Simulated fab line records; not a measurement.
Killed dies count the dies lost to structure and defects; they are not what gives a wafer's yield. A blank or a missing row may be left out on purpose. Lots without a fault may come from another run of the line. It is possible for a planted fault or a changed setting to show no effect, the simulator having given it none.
Split-lot experiment	flow n5_finfet	21 wafers read from 7 lots, route of 1938 steps

## ON THE SPLIT
At N5_BEOL_M2_TRENCH_ETCH_37 (etches SiOC in C4F6/O2, target depth 55.555 nm, time 29.2 s), the setting bias_w was moved away from the recipe's 185 W on 9 of the 21 wafers read, by -16.5% to +15.9%. The other wafers ran this setting at the recipe's value.

## FROM THE SPLIT TO THE READING: what the file shows between them, 2 steps
- N5_BEOL_M2_ETCH_41: etches SiCN in CH3F/O2, target depth 29.9 nm, time 52.5 s
- N5_BEOL_M2_STRIP_97: strips in N2/H2, time 10 s

## THE READING
trench_depth_nm, in nm, at N5_BEOL_M2_OCD_MEAS_38. On this fab line, fault-free wafers typically give 54.8 nm with a standard deviation of 0.84 nm.

wafer	tool, chamber at the split	bias_w as run, W	against the recipe	trench_depth_nm, nm	against lot-mates on the recipe
L075.1	rie_diel-05, 0	185	recipe	54.4	-
L075.2	rie_diel-05, 2	185	recipe	54.0	-
L075.5	rie_diel-05, 0	185	recipe	54.7	-
L074.2	rie_diel-03, 3	185	recipe	55.6	-
L074.4	rie_diel-03, 2	194.8	+5.3%	54.9	-0.7
L074.5	rie_diel-03, 3	194.8	+5.3%	56.2	+0.6
L079.1	rie_diel-01, 3	158	-14.6%	52.6	-1.6
L079.2	rie_diel-01, 1	185	recipe	53.9	-
L079.4	rie_diel-01, 3	185	recipe	54.5	-
L088.1	rie_diel-01, 3	185	recipe	54.5	-
L088.2	rie_diel-01, 1	154.4	-16.5%	50.9	-3.6
L088.6	rie_diel-01, 1	154.4	-16.5%	51.2	-3.3
L091.1	rie_diel-05, 1	185	recipe	56.0	-
L091.5	rie_diel-05, 1	162.2	-12.3%	53.3	-2.7
L091.6	rie_diel-05, 3	162.2	-12.3%	52.3	-3.7
L093.2	rie_diel-01, 0	214.4	+15.9%	58.7	+4.6
L093.3	rie_diel-01, 1	185	recipe	54.1	-
L093.5	rie_diel-01, 2	214.4	+15.9%	58.9	+4.8
L094.1	rie_diel-01, 2	185	recipe	55.7	-
L094.2	rie_diel-01, 1	185	recipe	54.4	-
L094.5	rie_diel-01, 3	185	recipe	54.0	-

FIT RESULTS
A straight line over all 21 wafers: trench_depth_nm changes by +0.21 nm for each +1% of bias_w; r = +0.93; the points scatter about the line by 0.73 nm.
The same after taking each lot's own level away (the mean of its wafers on the recipe; 21 wafers): +0.226 nm for each +1%; r = +0.93; scatter 0.81 nm.
On that fit, the largest move of bias_w shifts the reading by 3.7 nm.
From 54.10 to 56.00 nm: that is the span of the lots' own levels, equal to 2.3 times the standard deviation above.
The two slopes agree, so the slope changes little with the lot-to-lot level.
Check: with one of the wafers moved furthest among these (-16.5%) left out of the fit, the line predicts -3.7 nm for it against its lot-mates. It came out at -3.6 nm against them.
Tool readings at the split's step, against how far the setting was moved: rf_vpp_V r = +1.00.

## THE OTHER SPLITS THESE WAFERS WENT THROUGH
Before the reading, these wafers also passed through other splits. Each is held against what the fit with the lots' levels taken away leaves over:
other split on the same wafers	wafers away from the commonest value	r with trench_depth_nm (lot level and that fit taken away)
N5_BEOL_M1_COAT_61 spin_rpm	8	+0.42
N5_BEOL_M1_VIA_ETCH_34 bias_w	5	+0.25
N5_BEOL_M1_TRENCH_ETCH_37 time_s	9	-0.35

## THE WHOLE CHAIN: every reading that the file lists as answering this split, in the file's order
step	what it does	reading	change (the file's fit)	r (the file's)
N5_BEOL_M2_TRENCH_ETCH_37	etches SiOC in C4F6/O2, target depth 55.555 nm, time 29.2 s	rf_vpp_V	+5.52 V for each +1% of the setting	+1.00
N5_BEOL_M2_TRENCH_ETCH_37	etches SiOC in C4F6/O2, target depth 55.555 nm, time 29.2 s	etch.depth_nm (the simulator's own value, which no gauge read)	+0.214 nm for each +1% of the setting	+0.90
N5_BEOL_M2_TRENCH_ETCH_37	etches SiOC in C4F6/O2, target depth 55.555 nm, time 29.2 s	BEOL_M2.feature_depth_nm (the simulator's own value, which no gauge read)	+0.211 nm for each +1% of the setting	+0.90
N5_BEOL_M2_OCD_MEAS_38		trench_depth_nm	+0.211 nm for each +1% of the setting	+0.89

## FILE'S OWN FIT
trench_depth_nm changes by +0.211 nm for each +1% of bias_w, r = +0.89.
